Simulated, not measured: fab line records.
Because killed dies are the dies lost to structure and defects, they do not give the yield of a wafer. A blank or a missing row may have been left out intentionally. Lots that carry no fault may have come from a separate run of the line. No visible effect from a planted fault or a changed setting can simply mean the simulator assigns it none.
Struck lot and sound lot, side by side    flow n5 finfet    37 steps out of a route of 1938
Sound: the wafers L311.2, L311.4, L311.5. The struck wafers were L324.2, L324.4. Last of all comes the cause.
Order at every step that has rows: each side's tool, ch and its chambers, its first start. Under that, the readings that differ: sound wafers    struck wafers    difference of the means    sigmas: that difference in standard deviations of wafers without a fault.
alike: words and numbers the same on both sides, and readings whose means are apart by under 2 such deviations; not compared: readings that were withheld, readings missing a value for some wafer, numbers with overlapping values and no deviation given by the record, and bounds like >300 which may hide the same value.
The two part at a step that has a row with sigmas, a row that says differs or no value, or rows on one side only. Numbers that don't overlap but have no deviation are shown without sigmas and don't part them. A reading that every wafer of one side lacks parts them only if that side has two wafers or more.

first, 9 steps without rows for these wafers: N5_MOL_CONTACT_COAG_COAT_02 (resist thk 30 nm); N5_MOL_CONTACT_COAG_EBR_04; N5_MOL_CONTACT_COAG_SOFTBAKE_03 (time 60 s); N5_MOL_CONTACT_COAG_EXPOSE_05 (exposes mask CA, defocus 0 nm); N5_MOL_CONTACT_COAG_PEB_06 (peb time 60 s); N5_MOL_CONTACT_COAG_DEVELOP_07 (develop time 30 s); N5_MOL_CONTACT_COAG_DESCUM_13 (chemistry O2, time 7 s); N5_MOL_CONTACT_COAG_ETCH_59 (etches underlayer in N2/H2, target depth 13 nm, time 10.4 s); N5_MOL_CONTACT_COAG_ETCH_105 (etches SiARC in CF4, target depth 15.6 nm, time 26 s).
N5_MOL_CONTACT_COAG_ETCH_106: etches SOC in N2/H2, target depth 80 nm, overetch 16 nm, time 120 s.
  sound on rie diel-05 ch 0,1,2, day 6 11:56; struck on rie diel-05 ch 0,1, day 9 21:37
reading                                               sound              struck       difference  sigmas
model.etch.depth nm (nm)                              80.42 80.66 80.69  76.88 76.38  -3.96       
model.SiARC_of_MOL_CONTACT_COAG_COAT_104.thk nm (nm)  6.4 6.2 6.2        7.4 7.6      +1.2        
  alike: bias w, chamber pressure mTorr, drypump motor current A, oes product au, rf vpp V, showerhead plenum p Torr, throttle valve pct
  not compared: rf hours counter h, model.MOL_CONTACT_COAG.cd offset nm
then, 5 steps without rows for these wafers: N5_MOL_CONTACT_COAG_STRIP_107 (strips in N2/H2); N5_MOL_CONTACT_COAG_STRIP_108 (strips in N2/H2); N5_MOL_CONTACT_COAG_CONTACT_ETCH_14 (etches SiO2 in C4F6/O2, target depth 27.5 nm, overetch 8.5 nm, time 20 s); N5_MOL_CONTACT_COAG_STRIP_109 (strips in C4F6/O2); N5_MOL_CONTACT_COAG_ETCH_15 (etches SiNx in CH3F/O2, stops on Si:P, target depth 7 nm).
N5_MOL_CONTACT_COAG_ETCH_110: etches Si in CF4/O2, target depth 2.5 nm, time 8 s.
  sound on rie diel-05 ch 0,1,2, day 6 12:08; struck on rie diel-05 ch 0,1, day 9 21:49
  alike: bias w, cf4 flow sccm, chamber pressure mTorr, drypump motor current A, oes product au, rf vpp V, showerhead plenum p Torr, throttle valve pct
  not compared: rf hours counter h, model.MOL_CONTACT_COAG.cd offset nm
then, 19 steps without rows for these wafers: N5_MOL_CONTACT_COAG_STRIP_98 (strips in N2/H2); N5_MOL_CONTACT_COAG_IMPLANT_129; N5_MOL_CONTACT_COAG_PRECLEAN_111 (cleans in NF3:NH3, afs cycles 1, time 20 s, sublimation time 60 s); N5_MOL_CONTACT_COAG_TI_SIL_19 (material Ti, target thk 4.2 nm, time 15 s); N5_MOL_CONTACT_COAG_ALD_20 (deposits TiN, target thk 1.5 nm, pulse time 1 s, purge time 3 s); N5_MOL_CONTACT_COAG_SIL_ANNEAL_21 (time 60 s); N5_MOL_CONTACT_COAG_PRE_CLEAN_141 (time 60 s); N5_MOL_CONTACT_COAG_SPUTTER_143 (material Co, target thk 2.5 nm); N5_MOL_CONTACT_COAG_CO_FILL_22 (material Co, precursor CCTBA/H2, target thk 20 nm); N5_MOL_CONTACT_COAG_ANNEAL_113 (time 300 s); N5_MOL_CONTACT_COAG_PRE_CLEAN_142 (time 60 s); N5_MOL_CONTACT_COAG_SPUTTER_130 (material Co, target thk 47.5 nm); N5_MOL_CONTACT_COAG_PRECLEAN_125 (cleans in DIW, time 57.5 s); N5_MOL_CONTACT_COAG_SRD_126 (dry time 32 s); N5_MOL_CONTACT_COAG_CMP_23 (polishes, stops on SiO2, t overpolish 1.5 s, target thk 0 nm); N5_MOL_CONTACT_COAG_WET_ETCH_26 (target Co, target depth 13 nm); N5_MOL_CONTACT_COAG_WET_ETCH_116 (etches the open film in SC1-inhibited, target depth 4.6 nm, rinse time 30 s); N5_MOL_CONTACT_COAG_ALD_27 (deposits SiOC, target thk 17 nm, pulse time 1.5 s, time 2720 s); N5_MOL_CONTACT_COAG_CMP_28 (polishes, stops on SiNx, t overpolish 0.85 s, target thk 14.522 nm).
-- record jumps: 3 days separate the struck wafers' starts on either side; left off in module MOL_CONTACT_COAG, taken up again in module BEOL_M4, whose first shown step is the route's number 1111 --
N5_BEOL_M4_RC_MEAS_101:
  sound on prober-01 ch 0, day 9 22:20; struck on prober-01 ch 0, day 13 04:40
  not compared: device, DIBL_N, DIBL_P, IOFF_N, IOFF_P, ION_N, ION_P, SS_N, SS_P, VT_N, VT_P
-- a jump in the record: the struck wafers' starts before and after are 4 days apart (it breaks off in module BEOL_M4 and resumes in module PASSIVATION, where the first step shown is number 1936 of the route) --
N5_PASSIVATION_PROBE_49:
  the record has rows for the struck wafers here (prober-01, day 17 13:53) and none for the sound ones

WHERE THEY PART
At N5_PASSIVATION_PROBE_49 and nowhere else, as far as this record goes.

WHY: what had been put in by the simulator
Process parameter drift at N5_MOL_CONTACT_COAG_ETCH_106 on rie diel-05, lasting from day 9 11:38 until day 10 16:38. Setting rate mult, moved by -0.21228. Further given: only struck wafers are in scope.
